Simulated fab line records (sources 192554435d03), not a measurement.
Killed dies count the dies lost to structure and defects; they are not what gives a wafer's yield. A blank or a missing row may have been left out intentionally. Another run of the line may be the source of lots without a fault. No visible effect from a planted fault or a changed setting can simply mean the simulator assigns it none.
A lot that was struck, set against a sound lot || flow n5_finfet || 16 out of 1938 route steps
Sound: the wafers L317.1, L317.2, L317.6. Struck: wafers L313.1, L313.2, L313.4. The cause comes at the end.
Order at every step that has rows: each side's tool, ch and its chambers, its first start. Under that, the readings that differ: sound wafers || struck wafers || difference of the means || sigmas: that difference in standard deviations of wafers without a fault.
alike: readings whose means differ by less than 2 such deviations, and words and numbers that are the same on both sides. not compared: withheld readings, readings that some wafer has no value for, bounds like >300 that may hide the same value, and numbers for which the record gives no deviation and whose values overlap.
A row with sigmas, a row that says differs or no value, or rows on one side alone: a step with any of these is where the two part. When numbers do not overlap yet have no deviation, they are printed without sigmas and do not part them. A reading missing from all wafers of one side parts the sides only when that side holds two or more wafers.

first, 2 steps without rows for these wafers: N5_BEOL_M0_SAQP_PEB_12 (peb time 60 s); N5_BEOL_M0_SAQP_DEVELOP_13 (develop time 30 s).
N5_BEOL_M0_SAQP_CD_MEAS_14 targets a cd of 42.5 nm.
  sound on cd_sem-03 ch 0, day 8 11:55; struck on cd_sem-02 ch 0, day 7 11:47
  alike: cd_nm
N5_BEOL_M0_SAQP_OVL_MEAS_15:
  sound on overlay-02 ch 0, day 8 11:56; struck on overlay-02 ch 0, day 7 11:49
  alike: M0_CORE_OVL
N5_BEOL_M0_SAQP_INSPECT_16: inspects for defects (brightfield).
  struck on defect_inspect-01, day 7 11:50; sound on defect_inspect-01, day 8 11:58
  alike: raw_defect_count
N5_BEOL_M0_SAQP_DESCUM_19: chemistry O2, time 7.9 s.
  sound on rie_diel-05 ch 1,3, day 8 12:00; struck on rie_diel-05 ch 0,1,3, day 7 11:53
  alike: drypump_motor_current_A, oes_product_au, rf_vpp_V, showerhead_plenum_p_Torr, throttle_valve_pct
  not compared: rf_hours_counter_h
N5_BEOL_M0_SAQP_ETCH_83: etches SiARC in CF4, target depth 39 nm, time 65 s.
  sound on rie_diel-05 ch 1,3, day 8 12:02; struck on rie_diel-05 ch 0,1,3, day 7 11:56
  alike: drypump_motor_current_A, etch_rf_on_time_s, oes_product_au, rf_vpp_V, showerhead_plenum_p_Torr, throttle_valve_pct
  not compared: rf_hours_counter_h
N5_BEOL_M0_SAQP_ETCH_84: etches SOC in N2/H2, target depth 100 nm, overetch 20 nm, time 150 s.
  sound on rie_diel-05 ch 1,3, day 8 12:05; struck on rie_diel-05 ch 0,1,3, day 7 11:59
  alike: drypump_motor_current_A, oes_product_au, rf_vpp_V, showerhead_plenum_p_Torr, throttle_valve_pct
  not compared: rf_hours_counter_h
then, 1 step without rows for these wafers: N5_BEOL_M0_SAQP_STRIP_80 (strips in N2/H2).
N5_BEOL_M0_SAQP_HM_OPEN_112: chemistry CHF3/O2, target SiO2, stops on a-Si, target depth 12 nm, time 13.5 s.
  sound on rie_diel-05 ch 1,3, day 8 12:11; struck on rie_diel-05 ch 0,1,3, day 7 12:05
  alike: drypump_motor_current_A, oes_product_au, rf_vpp_V, showerhead_plenum_p_Torr, throttle_valve_pct
  not compared: rf_hours_counter_h
then, 1 step without rows for these wafers: N5_BEOL_M0_SAQP_STRIP_113 (strips in CHF3/O2).
N5_BEOL_M0_SAQP_MANDREL_ETCH_20: etches a-Si in HBr/Cl2, stops on SiNx, target depth 60 nm, bt time 10 s, time 30 s.
  sound on rie_si-01 ch 1,3, day 8 12:16; struck on rie_si-02 ch 0,1,3, day 7 12:10
  alike: drypump_motor_current_A, oes_product_au, throttle_valve_pct
  not compared: rf_hours_counter_h
N5_BEOL_M0_SAQP_STRIP_86: strips in N2/H2.
  sound on rie_diel-05 ch 0,1,2, day 8 12:22; struck on rie_diel-06 ch 1,2,3, day 7 12:20
{"reading": "h2_flow_sccm (sccm)", "sound": "297.7 299.3 299.5", "struck": "330.7 330.2 331.7", "difference": "+32.0", "sigmas": "+36"}
{"reading": "throttle_valve_pct (%)", "sound": "19.1 18.4 19.2", "struck": "21.4 21.7 24.1", "difference": "+3.5", "sigmas": "+8"}
  alike: drypump_motor_current_A, oes_product_au, power_w, rf_vpp_V, showerhead_plenum_p_Torr
  not compared: rf_hours_counter_h
then, 1 step without rows for these wafers: N5_BEOL_M0_SAQP_STRIP_115 (strips in post etch residue remover, time 60 s).
-- record jumps: 2 days separate the struck wafers' starts on either side; left off in module BEOL_M0_SAQP, taken up again in module BEOL_M4, whose first shown step is the route's number 1111 --
N5_BEOL_M4_RC_MEAS_101:
  sound on prober-01 ch 0, day 11 06:53; struck on prober-02 ch 0, day 9 22:53
  alike: DIBL_N, DIBL_P, IOFF_N, IOFF_P, ION_N, ION_P, SS_N, SS_P, VT_N, VT_P
next, for these wafers, 1 step has no rows: N5_PASSIVATION_PROBE_49.

## WHERE THEY PART
Only at N5_BEOL_M0_SAQP_STRIP_86, as far as this record shows. Later steps at which nothing parts them and some readings are alike: N5_BEOL_M4_RC_MEAS_101.

WHY: what the simulator had put in
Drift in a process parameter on rie_diel-06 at N5_BEOL_M0_SAQP_STRIP_86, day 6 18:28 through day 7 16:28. A move of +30 in setting h2_flow_sccm, from 300. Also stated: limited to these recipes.
